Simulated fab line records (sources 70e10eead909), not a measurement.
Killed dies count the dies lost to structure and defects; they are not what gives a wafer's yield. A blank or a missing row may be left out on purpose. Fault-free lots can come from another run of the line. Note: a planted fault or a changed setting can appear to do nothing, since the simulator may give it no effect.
Chamber matching :: flow nandHarc :: NHARC_A_CHANNEL_FILL_D2_ETCHBACK_20 on rieDiel-03: 4 sister chambers
The step etches the open film in C4F8/O2/Ar, target depth 27 nm, time 13.5 s. 4 wafers are shown with their chamber, then 11 later ones without.

== WAFERS WITH THEIR CHAMBER ==
wafer: L087.1
chamber: 1
rfVppV (V): 978

wafer: L088.3
chamber: 3
rfVppV (V): 987

wafer: L088.6
chamber: 0
rfVppV (V): 981

wafer: L091.1
chamber: 2
rfVppV (V): 981

== WAFERS WITH NO CHAMBER GIVEN ==
wafer: L091.3
rfVppV (V): 988

wafer: L091.4
rfVppV (V): 979

wafer: L093.1
rfVppV (V): 988

wafer: L093.2
rfVppV (V): 978

wafer: L093.4
rfVppV (V): 980

wafer: L095.1
rfVppV (V): 979

wafer: L095.2
rfVppV (V): 988

wafer: L095.4
rfVppV (V): 977

wafer: L097.2
rfVppV (V): 980

wafer: L097.3
rfVppV (V): 978

wafer: L097.4
rfVppV (V): 978

== THE CHAMBER EACH PASSED THROUGH ==
wafer: L091.3
from the rows above: 3
in truth: 3

wafer: L091.4
from the rows above: can't be placed: 1 or 0 or 2
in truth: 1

wafer: L093.1
from the rows above: 3
in truth: 3

wafer: L093.2
from the rows above: 1
in truth: 1

wafer: L093.4
from the rows above: can't be placed: 0 or 2 or 1
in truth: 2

wafer: L095.1
from the rows above: can't be placed: 1 or 0 or 2
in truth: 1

wafer: L095.2
from the rows above: 3
in truth: 3

wafer: L095.4
from the rows above: 1
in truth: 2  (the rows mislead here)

wafer: L097.2
from the rows above: can't be placed: 0 or 2 or 1
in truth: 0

wafer: L097.3
from the rows above: 1
in truth: 1

wafer: L097.4
from the rows above: 1
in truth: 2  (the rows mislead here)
Correctly placed: 5 of 11. Cannot be placed on the basis of these rows: 4; the candidates contain the true chamber in 4. Wrongly placed: 2.
How it was worked out, from the rows above alone: a wafer's distance from a chamber is the root of the sum, over the readings, of the square of ((its reading less the chamber's mean) divided by the reading's scatter). If the next closest chamber is less than 2 further off than the closest, the wafer can't be placed; otherwise it belongs to the closest. The mean given for a chamber averages the wafers shown for that chamber. The scatter: root of mean squared gap, hidden wafer to nearest shown wafer, with one shown wafer a chamber.
